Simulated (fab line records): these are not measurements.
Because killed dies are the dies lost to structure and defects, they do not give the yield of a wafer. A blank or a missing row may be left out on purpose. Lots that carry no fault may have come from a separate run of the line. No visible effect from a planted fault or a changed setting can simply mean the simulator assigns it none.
A struck lot beside a sound one :: flow nand_harc :: 24 steps out of a route of 1159
Sound: wafers L174.1, L174.2, L174.3. Wafers L167.1, L167.2, L167.3 were the ones struck. The cause is given at the end.
At each step with rows: each side's tool, then ch and its chambers, then its first start. Under that, the readings that differ: sound wafers :: struck wafers :: difference of the means :: sigmas: that difference in standard deviations of wafers without a fault.
alike: same words and numbers on both sides, and readings whose means sit less than 2 such deviations apart. not compared: any withheld reading, any reading some wafer has no value for, any bound like >300 that may hide the same value, and any number with overlapping values for which the record gives no deviation.
Wherever a step has rows on one side only, a row that says differs or no value, or a row with sigmas, the two part there. Non-overlapping numbers with no deviation appear without sigmas and do not part them. A reading missing from all wafers of one side parts the sides only when that side holds two or more wafers.

NHARC_P_M0_INSPECT_27:
  sound on defect_inspect-02, day 10 06:32; struck on defect_inspect-02, day 8 12:04
  alike: raw_defect_count
NHARC_P_M0_PRE_CLEAN_31: time 12 s.
  sound on pecvd-01 ch 0,1,2, day 10 06:36; struck on pecvd-02 ch 0,1,2, day 8 12:08
  alike: heater_power_w
NHARC_P_M0_DEP_32: deposits SiCN, target thk 30 nm.
  sound on pecvd-01 ch 0,1,2, day 10 06:40; struck on pecvd-02 ch 0,1,2, day 8 12:13
  alike: heater_power_w, showerhead_vpp_V
then, 8 steps without rows for these wafers: NHARC_P_M1_DEP_00 (deposits SiOC, target thk 182.5 nm); NHARC_P_M1_DEHYDRATE_01 (time 120 s); NHARC_P_M1_HMDS_02 (time 30 s); NHARC_P_M1_COAT_34 (time 65 s); NHARC_P_M1_COAT_03 (resist thk 90 nm); NHARC_P_M1_SOFTBAKE_04 (time 55 s); NHARC_P_M1_EBR_05; NHARC_P_M1_EXPOSE_06 (exposes mask P M1, target cd 130 nm).
NHARC_P_M1_PEB_07: peb time 65 s.
  sound on litho_track-01 ch 0, day 10 07:50; struck on litho_track-04 ch 0, day 8 13:23
reading: heater_power_total_W (W)
sound: 156.0 156.0 156.1
struck: 171.9 171.2 171.9
difference: +15.6
sigmas: +38

reading: plate_temp_C (C)
sound: 99.89 99.87 99.91
struck: 106.91 106.87 106.81
difference: +6.97
sigmas: +58
then, 1 step without rows for these wafers: NHARC_P_M1_DEVELOP_08 (develop time 35 s).
NHARC_P_M1_CD_MEAS_09: the cd target is 130 nm.
  sound on cd_sem-01 ch 0, day 10 07:55; struck on cd_sem-03 ch 0, day 8 13:28
reading: cd_nm (nm)
sound: 129.8 129.6 130.5
struck: 152.0 150.0 151.6
difference: +21.2
sigmas: +28
NHARC_P_M1_OVL_MEAS_10: pitch 260 nm.
  sound on overlay-01, day 10 08:00; struck on overlay-01, day 8 13:33
reading: overlay_x_nm (nm)
sound: 0.9 0.8 0.6
struck: -1.2 -0.7 -0.9
difference: -1.7
sigmas: -2
  alike: overlay_y_nm
NHARC_P_M1_INSPECT_11:
  sound on defect_inspect-02, day 10 08:02; struck on defect_inspect-02, day 8 13:35
  alike: raw_defect_count
NHARC_P_M1_DESCUM_14: chemistry O2, time 3 s.
  sound on rie_diel-05 ch 0,2,3, day 10 08:06; struck on rie_diel-13 ch 0,2,3, day 8 13:38
reading: rf_hours_counter_h (h)
sound: 1.2 1.1 1.2
struck: 4.9 2.7 5.0
difference: +3.0
sigmas: 

reading: model.P_M1.cd_nm (nm)
sound: 129 130.5 129.7
struck: 152 149.4 150.9
difference: +21
sigmas: 
  alike: chamber_pressure_mTorr, drypump_motor_current_A, oes_product_au, rf_vpp_V, showerhead_plenum_p_Torr, throttle_valve_pct
NHARC_P_M1_ETCH_35: etches the open film in N2/H2, target depth 40 nm, overetch 12 nm, time 43.94 s.
  sound on rie_diel-05 ch 1,2,3, day 10 08:11; struck on rie_diel-13 ch 0,1,2, day 8 13:44
reading: rf_hours_counter_h (h)
sound: 1.1 1.2 1.2
struck: 4.9 4.8 2.7
difference: +3.0
sigmas: 
  alike: chamber_pressure_mTorr, drypump_motor_current_A, h2_flow_sccm, oes_product_au, rf_vpp_V, showerhead_plenum_p_Torr, throttle_valve_pct
NHARC_P_M1_ETCH_15: etches the open film in C4F8/Ar, target depth 182.5 nm, time 91.2 s.
  sound on rie_diel-05 ch 0,2,3; struck on rie_diel-13 ch 0,2,3
reading: rf_hours_counter_h (h)
sound: 1.2 1.3 1.1
struck: 4.9 2.8 5.0
difference: +3.0
sigmas: 
  alike: chamber_pressure_mTorr, oes_product_au, rf_vpp_V
NHARC_P_M1_CD_MEAS_16:
  sound on cd_sem-01, day 10 08:25; struck on cd_sem-01, day 8 13:57
reading: cd_nm (nm)
sound: 129.5 129.9 129.9
struck: 151.8 149.3 150.8
difference: +20.9
sigmas: +19
NHARC_P_M1_STRIP_18: strips in N2/H2.
  sound on rie_diel-05 ch 0,2,3, day 10 08:29; struck on rie_diel-08 ch 1,2,3, day 8 14:01
reading: rf_hours_counter_h (h)
sound: 1 1 1
struck: 4 4 4
difference: +3
sigmas: 
  alike: chamber_pressure_mTorr, drypump_motor_current_A, h2_flow_sccm, oes_product_au, rf_vpp_V, showerhead_plenum_p_Torr, throttle_valve_pct
NHARC_P_M1_ETCH_28: etches the open film in CF4/N2, target depth 30 nm, time 72.99 s.
  sound on rie_diel-05 ch 1,2,3; struck on rie_diel-08 ch 1,2,3
reading: rf_hours_counter_h (h)
sound: 1 1 1
struck: 4 4 4
difference: +3
sigmas: 

reading: model.P_M1.cd_nm (nm)
sound: 130.6 129.9 130.7
struck: 152.9 149.2 150
difference: +20.3
sigmas: 
  alike: cf4_flow_sccm, chamber_pressure_mTorr, drypump_motor_current_A, oes_product_au, rf_vpp_V, showerhead_plenum_p_Torr, throttle_valve_pct
then, 1 step without rows for these wafers: NHARC_P_M1_STRIP_19 (strips in post etch residue remover, time 600 s).
-- the record jumps here: 14 days lie between the struck wafers' starts before and after (it left off in module P_M1 and takes up again in module END, whose first step shown is number 1159 of the route) --
NHARC_END_SORT_01:
  sound on prober-02 ch 0, day 23 15:00; struck on prober-01 ch 0, day 22 04:32
  alike: defect_limited_yield, killed_at_array, killed_at_other, killed_at_periphery, killed_dies, killed_open, killed_short, sort_bin_2_pct, sort_bin_3_pct, sort_bin_4_pct, sort_n_pass, sort_rim_yield_pct, sort_yield_pct

== WHERE THEY PART ==
At NHARC_P_M1_PEB_07 first; at NHARC_P_M1_CD_MEAS_16 last (within this record only). Later steps at which nothing parts them and some readings are alike: NHARC_P_M1_STRIP_18, NHARC_P_M1_ETCH_28, NHARC_END_SORT_01.

WHY: what the simulator had put in
Process parameters drifting: litho_track-04 at NHARC_P_M1_PEB_07, beginning at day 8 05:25. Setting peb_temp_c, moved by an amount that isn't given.
